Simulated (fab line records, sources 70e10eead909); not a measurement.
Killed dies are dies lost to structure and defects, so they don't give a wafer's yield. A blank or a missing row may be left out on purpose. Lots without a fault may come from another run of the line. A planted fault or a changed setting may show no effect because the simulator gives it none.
Which tool did it? | flow nand_harc | 24 lots, 72 wafers sampled, at 6 steps of a route of 1159

WHAT THE GAUGES READ, wafer by wafer
NHARC_P_M2_CD_MEAS_16.
lot  | measured     | on        | cd_nm (nm)
L074 | day 6 07:19  | cd_sem-01 | 170.1 168.9 169.8
L075 | day 6 18:43  | cd_sem-02 | 168.9 168.5 169.2
L077 | day 7 04:39  | cd_sem-01 | 169.0 170.7 169.9
L076 | day 7 05:22  | cd_sem-03 | 168.2 168.0 168.0
L078 | day 7 06:25  | cd_sem-01 | 168.1 169.0 170.4
L081 | day 7 12:47  | cd_sem-01 | 169.3 169.1 169.3
L079 | day 7 13:08  | cd_sem-03 | 169.6 169.0 168.9
L080 | day 7 17:38  | cd_sem-03 | 169.7 169.0 170.0
L082 | day 8 06:57  | cd_sem-02 | 170.9 169.9 170.8
L083 | day 8 13:45  | cd_sem-03 | 169.7 168.5 169.0
L084 | day 8 14:53  | cd_sem-01 | 168.3 170.2 169.8
L085 | day 8 22:04  | cd_sem-03 | 168.9 169.9 169.9
L088 | day 9 10:34  | cd_sem-03 | 171.2 169.4 171.0
L087 | day 9 13:36  | cd_sem-03 | 169.6 171.6 170.9
L086 | day 9 14:13  | cd_sem-01 | 169.1 168.6 169.0
L089 | day 9 22:25  | cd_sem-02 | 169.1 169.6 168.9
L090 | day 9 23:34  | cd_sem-01 | 168.3 169.5 168.2
L091 | day 10 06:16 | cd_sem-02 | 170.3 171.4 168.7
L092 | day 10 16:20 | cd_sem-02 | 170.8 169.9 170.6
L093 | day 10 20:33 | cd_sem-02 | 171.9 171.0 171.7
L094 | day 11 08:25 | cd_sem-02 | 168.7 169.0 168.1
L095 | day 11 12:57 | cd_sem-01 | 169.2 169.5 169.2
L096 | day 11 14:16 | cd_sem-02 | 168.9 168.6 169.0
L097 | day 12 02:18 | cd_sem-01 | 169.0 170.0 170.7

NHARC_P_BONDPAD_OVL_MEAS_38.
lot  | measured     | on         | overlay_x_nm (nm) | overlay_y_nm (nm)
L074 | day 6 11:30  | overlay-02 | -4 -4 -3          | 3 3 3
L075 | day 6 23:03  | overlay-01 | 15 15 15          | -14 -14 -15
L077 | day 7 08:43  | overlay-02 | -1 0 -1           | -1 -2 -2
L076 | day 7 09:32  | overlay-02 | 1 2 2             | -1 -2 -1
L078 | day 7 10:34  | overlay-02 | -4 -5 -5          | 6 6 6
L081 | day 7 17:20  | overlay-02 | -3 -2 -2          | 3 3 3
L079 | day 7 17:46  | overlay-02 | 3 3 3             | 2 2 3
L080 | day 7 21:46  | overlay-02 | -15 -15 -14       | -4 -3 -3
L082 | day 8 11:05  | overlay-01 | -1 -1 -1          | -4 -4 -3
L083 | day 8 17:54  | overlay-02 | 4 3 4             | -2 -2 -2
L084 | day 8 18:58  | overlay-01 | -4 -3 -4          | 2 3 2
L085 | day 9 02:05  | overlay-02 | -3 -4 -4          | 3 2 3
L088 | day 9 15:05  | overlay-01 | 0 1 0             | -1 -1 -1
L087 | day 9 17:37  | overlay-02 | -16 -16 -16       | -5 -6 -6
L086 | day 9 18:28  | overlay-01 | 7 8 8             | 8 8 8
L089 | day 10 02:38 | overlay-02 | 1 1 1             | 15 15 14
L090 | day 10 03:37 | overlay-02 | 7 7 7             | 4 4 4
L091 | day 10 10:25 | overlay-02 | 5 6 5             | 8 8 7
L092 | day 10 20:34 | overlay-01 | -8 -8 -8          | -6 -6 -6
L093 | day 11 00:38 | overlay-02 | -5 -4 -4          | -2 -2 -1
L094 | day 11 12:40 | overlay-01 | -10 -10 -9        | -3 -3 -4
L095 | day 11 17:08 | overlay-02 | 2 2 2             | -13 -14 -13
L096 | day 11 18:27 | overlay-01 | -4 -4 -3          | -12 -11 -12
L097 | day 12 06:36 | overlay-02 | 17 16 17          | 9 8 8

NHARC_A_ONON_D1_THK_MEAS_08: measures by ellipsometry.
lot  | measured     | on            | thk_nm (nm)
L074 | day 7 14:23  | film_metro-01 | 1007 1007 1007
L075 | day 8 10:25  | film_metro-01 | 999 997 996
L077 | day 8 10:32  | film_metro-01 | 990 991 991
L076 | day 8 10:26  | film_metro-02 | 1006 1006 1006
L078 | day 8 10:46  | film_metro-02 | 1014 1014 1015
L081 | day 9 01:14  | film_metro-02 | 987 987 987
L079 | day 9 01:13  | film_metro-01 | 993 994 992
L080 | day 9 01:13  | film_metro-02 | 1001 1004 1002
L082 | day 9 16:47  | film_metro-02 | 1016 1016 1016
L083 | day 10 00:07 | film_metro-02 | 997 996 996
L084 | day 10 00:05 | film_metro-01 | 992 994 993
L085 | day 10 12:06 | film_metro-01 | 1000 1003 1002
L088 | day 10 18:35 | film_metro-01 | 1014 1014 1013
L087 | day 10 18:34 | film_metro-02 | 997 999 998
L086 | day 10 23:53 | film_metro-01 | 1003 1004 1005
L089 | day 11 06:32 | film_metro-02 | 1002 1000 999
L090 | day 11 06:31 | film_metro-02 | 990 991 991
L091 | day 11 15:59 | film_metro-01 | 1013 1012 1014
L092 | day 12 00:28 | film_metro-02 | 1011 1011 1011
L093 | day 12 04:37 | film_metro-02 | 998 998 998
L094 | day 12 18:55 | film_metro-01 | 1028 1029 1029
L095 | day 12 18:55 | film_metro-02 | 1008 1008 1008
L096 | day 12 18:55 | film_metro-01 | 999 1000 1000
L097 | day 13 18:12 | film_metro-02 | 1017 1017 1015

WHICH TOOL RAN EACH LOT (tool, then ch and the chambers of the sampled wafers, then the start)
lot  | NHARC_P_M2_ETCH_28                            | NHARC_P_M2_PRE_CLEAN_30                 | NHARC_P_BONDPAD_DEP_00
L074 | rie_diel-07 ch 2,3, day 6 10:20 or earlier    | pvd_sputter-01, day 6 10:20 or earlier  | pecvd-02 ch 0,1,2, day 6 10:20
L075 | rie_diel-03 ch 1,2,3, day 6 21:50 or earlier  | pvd_sputter-01, day 6 21:50 or earlier  | pecvd-02 ch 1,2, day 6 21:50
L077 | rie_diel-03 ch 0,1,2, day 7 07:34 or earlier  | pvd_sputter-03, day 7 07:34 or earlier  | pecvd-04 ch 0,1, day 7 07:34
L076 | rie_diel-03 ch 0,1, day 7 08:16 or earlier    | pvd_sputter-01, day 7 08:16 or earlier  | pecvd-03 ch 0,1, day 7 08:16
L078 | rie_diel-03 ch 2,3, day 7 09:23 or earlier    | pvd_sputter-02, day 7 09:23 or earlier  | pecvd-04 ch 0,1,2, day 7 09:23
L081 | rie_diel-06 ch 0,1,2, day 7 17:20 or earlier  | pvd_sputter-02, day 7 17:20 or earlier  | pecvd-03 ch 0,1,2, day 7 17:20 or earlier
L079 | rie_diel-03 ch 0,1, day 7 16:35 or earlier    | pvd_sputter-03, day 7 16:35 or earlier  | pecvd-03 ch 0,1, day 7 16:35
L080 | rie_diel-03 ch 0,2,3, day 7 20:33 or earlier  | pvd_sputter-03, day 7 20:33 or earlier  | pecvd-03 ch 1,2, day 7 20:33
L082 | rie_diel-03 ch 1,2, day 8 09:55 or earlier    | pvd_sputter-03, day 8 09:55 or earlier  | pecvd-02 ch 0,1,2, day 8 09:55
L083 | rie_diel-03 ch 0,3, day 8 17:54 or earlier    | pvd_sputter-03, day 8 17:54 or earlier  | pecvd-03 ch 0,1,2, day 8 17:54 or earlier
L084 | rie_diel-03 ch 0,2,3, day 8 18:58 or earlier  | pvd_sputter-03, day 8 18:58 or earlier  | pecvd-03 ch 0,1, day 8 18:58 or earlier
L085 | rie_diel-03 ch 1,2,3, day 9 00:55 or earlier  | pvd_sputter-03, day 9 00:55 or earlier  | pecvd-03 ch 1,2, day 9 00:55
L088 | rie_diel-03 ch 1,2,3, day 9 13:54 or earlier  | pvd_sputter-01, day 9 13:54 or earlier  | pecvd-03 ch 0,1, day 9 13:54
L087 | rie_diel-03 ch 0,1, day 9 16:25 or earlier    | pvd_sputter-03, day 9 16:25 or earlier  | pecvd-03 ch 0,1,2, day 9 16:25
L086 | rie_diel-03 ch 1,2, day 9 18:28 or earlier    | pvd_sputter-01, day 9 18:28 or earlier  | pecvd-03 ch 0,1,2, day 9 18:28 or earlier
L089 | rie_diel-03 ch 0,1, day 10 01:26 or earlier   | pvd_sputter-01, day 10 01:26 or earlier | pecvd-03 ch 0,1,2, day 10 01:26
L090 | rie_diel-07 ch 0,3, day 10 03:37 or earlier   | pvd_sputter-03, day 10 03:37 or earlier | pecvd-02 ch 0,1, day 10 03:37 or earlier
L091 | rie_diel-07 ch 0,2,3, day 10 09:17 or earlier | pvd_sputter-01, day 10 09:17 or earlier | pecvd-02 ch 0,1, day 10 09:17
L092 | rie_diel-03 ch 1,2,3, day 10 19:22 or earlier | pvd_sputter-01, day 10 19:22 or earlier | pecvd-04 ch 0,1, day 10 19:22
L093 | rie_diel-06 ch 0,2,3, day 11 00:38 or earlier | pvd_sputter-01, day 11 00:38 or earlier | pecvd-02 ch 0,1,2, day 11 00:38 or earlier
L094 | rie_diel-07 ch 1,2,3, day 11 11:22 or earlier | pvd_sputter-02, day 11 11:22 or earlier | pecvd-04 ch 0,1,2, day 11 11:22
L095 | rie_diel-03 ch 1,2,3, day 11 15:47 or earlier | pvd_sputter-01, day 11 15:47 or earlier | pecvd-04 ch 0,1, day 11 15:47
L096 | rie_diel-07 ch 0,1,2, day 11 17:10 or earlier | pvd_sputter-01, day 11 17:10 or earlier | pecvd-02 ch 0,2, day 11 17:10
L097 | rie_diel-03 ch 0,1,2, day 12 05:09 or earlier | pvd_sputter-03, day 12 05:09 or earlier | pecvd-03 ch 1,2, day 12 05:09
- NHARC_P_M2_ETCH_28: etches the open film in CF4/N2, target depth 30 nm, time 72.99 s.
- NHARC_P_M2_PRE_CLEAN_30: time 30 s.
- NHARC_P_BONDPAD_DEP_00: deposits SiCN, target thk 250 nm.

WHAT THE TOOLS THEMSELVES READ (means of the sampled wafers that have a number; where no wafer has one, the mark that the record gives instead)
NHARC_P_M2_ETCH_28.
lot  | tool        | drypump_motor_current_A (A) | mfc_ar_sccm (sccm) | oes_product_au (a.u.) | rf_vpp_V (V) | showerhead_plenum_p_Torr (Torr) | throttle_valve_pct (%)
L074 | rie_diel-07 | 6.2                         | 150.1              | 1.003                 | 313.5        | 2.59                            | 19.786
L075 | rie_diel-03 | 5.7                         | 149.9              | 0.998                 | 314.6        | 2.66                            | 19.789
L077 | rie_diel-03 | 5.6                         | 150.4              | 1.001                 | 312.8        | 2.58                            | 19.793
L076 | rie_diel-03 | 5.5                         | 149.9              | 1.000                 | 312.6        | 2.56                            | 19.794
L078 | rie_diel-03 | 6.0                         | 150.1              | 1.003                 | 314.4        | 2.61                            | 19.797
L081 | rie_diel-06 | 6.0                         | 150.3              | 0.998                 | 313.8        | 2.58                            | 19.782
L079 | rie_diel-03 | 5.5                         | 150.1              | 0.997                 | 313.4        | 2.56                            | 19.795
L080 | rie_diel-03 | 5.9                         | 150.1              | 0.995                 | 313.2        | 2.59                            | 19.796
L082 | rie_diel-03 | 5.8                         | 149.8              | 1.002                 | 313.6        | 2.60                            | 19.777
L083 | rie_diel-03 | 5.8                         | 149.9              | 1.002                 | 313.7        | 2.57                            | 19.790
L084 | rie_diel-03 | 5.9                         | 150.0              | 0.994                 | 312.7        | 2.59                            | 19.801
L085 | rie_diel-03 | 5.7                         | 149.9              | 1.007                 | 314.2        | 2.66                            | 19.795
L088 | rie_diel-03 | 5.7                         | 150.0              | 0.999                 | 315.2        | 2.66                            | 19.796
L087 | rie_diel-03 | 5.5                         | 150.1              | 1.000                 | 312.9        | 2.56                            | 19.791
L086 | rie_diel-03 | 5.4                         | 149.6              | 0.991                 | 314.4        | 2.65                            | 19.799
L089 | rie_diel-03 | 5.3                         | 150.2              | 1.002                 | 314.2        | 2.63                            | 19.787
L090 | rie_diel-07 | 6.0                         | 150.3              | 0.998                 | 313.6        | 2.57                            | 19.791
L091 | rie_diel-07 | 6.0                         | 150.0              | 0.997                 | 314.6        | 2.64                            | 19.800
L092 | rie_diel-03 | 5.7                         | 150.5              | 1.004                 | 314.4        | 2.66                            | 19.789
L093 | rie_diel-06 | 6.0                         | 150.0              | 0.981                 | 315.3        | 2.67                            | 19.803
L094 | rie_diel-07 | 6.1                         | 150.1              | 1.006                 | 314.8        | 2.66                            | 19.808
L095 | rie_diel-03 | 5.7                         | 150.4              | 0.993                 | 314.4        | 2.66                            | 19.788
L096 | rie_diel-07 | 5.9                         | 150.7              | 1.007                 | 316.3        | 2.72                            | 19.794
L097 | rie_diel-03 | 5.6                         | 149.8              | 1.000                 | 313.4        | 2.57                            | 19.801

NHARC_P_M2_PRE_CLEAN_30.
lot  | tool           | heater_power_w (W)
L074 | pvd_sputter-01 | 373
L075 | pvd_sputter-01 | 344
L077 | pvd_sputter-03 | 380
L076 | pvd_sputter-01 | 371
L078 | pvd_sputter-02 | 424
L081 | pvd_sputter-02 | 435
L079 | pvd_sputter-03 | 381
L080 | pvd_sputter-03 | 421
L082 | pvd_sputter-03 | 389
L083 | pvd_sputter-03 | 415
L084 | pvd_sputter-03 | 413
L085 | pvd_sputter-03 | 383
L088 | pvd_sputter-01 | 400
L087 | pvd_sputter-03 | 397
L086 | pvd_sputter-01 | 371
L089 | pvd_sputter-01 | 351
L090 | pvd_sputter-03 | 413
L091 | pvd_sputter-01 | 377
L092 | pvd_sputter-01 | 369
L093 | pvd_sputter-01 | 372
L094 | pvd_sputter-02 | 429
L095 | pvd_sputter-01 | 374
L096 | pvd_sputter-01 | 352
L097 | pvd_sputter-03 | 377

NHARC_P_BONDPAD_DEP_00.
lot  | tool     | heater_power_w (W)
L074 | pecvd-02 | 552
L075 | pecvd-02 | 586
L077 | pecvd-04 | 654
L076 | pecvd-03 | 533
L078 | pecvd-04 | 601
L081 | pecvd-03 | 601
L079 | pecvd-03 | 597
L080 | pecvd-03 | 645
L082 | pecvd-02 | 528
L083 | pecvd-03 | 617
L084 | pecvd-03 | 594
L085 | pecvd-03 | 651
L088 | pecvd-03 | 569
L087 | pecvd-03 | 581
L086 | pecvd-03 | 582
L089 | pecvd-03 | 620
L090 | pecvd-02 | 523
L091 | pecvd-02 | 474
L092 | pecvd-04 | 640
L093 | pecvd-02 | 508
L094 | pecvd-04 | 581
L095 | pecvd-04 | 641
L096 | pecvd-02 | 550
L097 | pecvd-03 | 605

THE ANSWER, worked out from the rows above alone
Rule: what is usual is taken from the lots themselves. Put in order of their means at a reading, lots are off if they are a third of the lots or fewer, leave a main group of 4 or more, and stand apart from it by a gap of 3 or more times the standard deviation of the main group's means; of several such gaps the widest counts. A main group whose means are all the same, to the digits that the tables above print for the reading, isn't used. A lot without any number at a reading at which 4 lots or more have one is off too. The other lots that the step has rows for count as sound. The gauges are gone through in route order, then the tools' own readings, and for those a lot's mean is taken as printed above. The first step at which some lot is off is used, and at that step the reading that is off furthest; a lot without a number counts as furthest.
No lot is off at any reading shown: from this, nothing can be told.

WHAT THE SIMULATOR HAD PUT IN
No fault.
